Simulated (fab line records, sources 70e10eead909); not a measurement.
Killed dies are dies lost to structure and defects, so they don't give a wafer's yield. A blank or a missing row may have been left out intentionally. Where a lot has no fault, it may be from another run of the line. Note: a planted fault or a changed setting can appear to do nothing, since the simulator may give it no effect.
Matching of chambers    flow nandHarc    NHARC_A_STAIRCASE_DESCUM_252 on rieDiel-08 has 4 sister chambers
The step chemistry O2, time 3 s. 8 wafers are shown with their chamber, then 9 later ones without.

WAFERS PAIRED WITH THEIR CHAMBERS
wafer   chamber  showerheadPlenumPTorr (Torr)  drypumpMotorCurrentA (A)
L082.4  2        1.92                          5.64
L082.5  3        2.06                          5.78
L084.2  1        2.05                          5.89
L084.4  0        1.93                          6.22
L084.6  3        2.05                          5.78
L086.3  0        1.93                          6.23
L086.4  1        2.05                          5.91
L086.6  2        1.92                          5.62

WAFERS WHOSE CHAMBER IS MISSING
wafer   showerheadPlenumPTorr (Torr)  drypumpMotorCurrentA (A)
L087.2  2.04                          5.92
L087.5  1.93                          6.26
L087.6  2.05                          5.77
L090.3  1.93                          6.24
L090.4  1.91                          5.61
L090.5  1.93                          6.27
L096.3  1.92                          6.19
L096.5  1.92                          6.22
L096.6  2.04                          5.79

CHAMBER TAKEN BY EACH
wafer   from the rows above  in truth
L087.2  1                    1
L087.5  0                    0
L087.6  3                    3
L090.3  0                    0
L090.4  2                    2
L090.5  0                    0
L096.3  0                    0
L096.5  0                    0
L096.6  3                    3
9 of 9 placed correctly. Can't be placed from these rows: 0. Placed wrongly: 0.
How it was worked out, from the rows above alone: a wafer's distance from a chamber is the root of the sum, over the readings, of the square of ((its reading less the chamber's mean) divided by the reading's scatter). If the next closest chamber is less than 2 further off than the closest, the wafer can't be placed; otherwise it belongs to the closest. A chamber's mean is the mean of its shown wafers. The scatter: take each reading less its chamber's mean, square it, sum over the shown wafers, divide by the number of wafers less the number of chambers, and take the root.
